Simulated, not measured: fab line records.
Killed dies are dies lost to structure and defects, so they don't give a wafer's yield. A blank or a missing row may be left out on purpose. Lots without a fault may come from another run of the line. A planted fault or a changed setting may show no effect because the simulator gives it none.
Chamber matching    flow n5-finfet    4 sister chambers for N5_BEOL_M0_SAQP_ALD_48 on ald-sin-04
The step deposits SiO2, target thk 20 nm, pulse time 1 s, co reactant pulse time 1 s. 14 wafers are shown with their chamber, then 7 later ones without.

WAFERS PAIRED WITH THEIR CHAMBERS
wafer   chamber  heater-power-w (W)  precursor-pulse-height-rel  chamber-pressure-Torr (Torr)
L074.3  2        79                  1.017                       2.003
L074.5  3        77                  0.986                       2.008
L074.6  2        78                  1.048                       2.005
L078.1  3        79                  0.995                       1.997
L078.5  0        85                  1.014                       1.993
L078.6  3        80                  0.994                       1.998
L079.1  1        92                  1.001                       2.003
L079.2  3        78                  0.994                       2.000
L079.3  0        87                  1.014                       2.009
L081.1  1        93                  1.020                       2.009
L081.2  3        79                  1.006                       2.003
L081.5  3        77                  0.993                       1.998
L090.3  3        79                  1.036                       1.999
L090.4  1        89                  0.994                       2.002

SIGNATURES, as means of the wafers listed above
reading                     chamber 0  chamber 1  chamber 2  chamber 3  scatter within a chamber
heater-power-w              86.00      91.33      78.50      78.43      1.37
precursor-pulse-height-rel  1.01400    1.00500    1.03250    1.00057    0.0159
chamber-pressure-Torr       2.00100    2.00467    2.00400    2.00043    0.00498
Rule: for a wafer and a chamber, the distance is found by dividing, reading by reading, the gap between the wafer's reading and the chamber's mean by the reading's scatter, squaring, summing and taking the root. If the next closest chamber is less than 2 further off than the closest, the wafer can't be placed; otherwise it belongs to the closest. The scatter: the root of (the sum of the squares of (reading less its chamber's mean) over the shown wafers, divided by (wafers less chambers)).

WAFERS WITH NO CHAMBER GIVEN
wafer   heater-power-w (W)  precursor-pulse-height-rel  chamber-pressure-Torr (Torr)
L090.6  78                  1.001                       1.991
L094.2  77                  0.980                       2.003
L094.4  90                  0.989                       1.998
L094.5  90                  0.975                       1.995
L097.1  79                  0.975                       1.995
L097.5  80                  1.029                       2.003
L097.6  77                  0.950                       2.007

WHICH CHAMBER EACH ONE RAN IN
wafer   from the rows above      in truth
L090.6  can't be placed: 3 or 2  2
L094.2  can't be placed: 3 or 2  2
L094.4  can't be placed: 1 or 0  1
L094.5  can't be placed: 1 or 0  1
L097.1  3                        3
L097.5  can't be placed: 2 or 3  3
L097.6  can't be placed: 3 or 2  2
Correct placement for 1 of the 7. Can't be placed from these rows: 6 (the true chamber is among the candidates in 6). 0 placed wrongly.
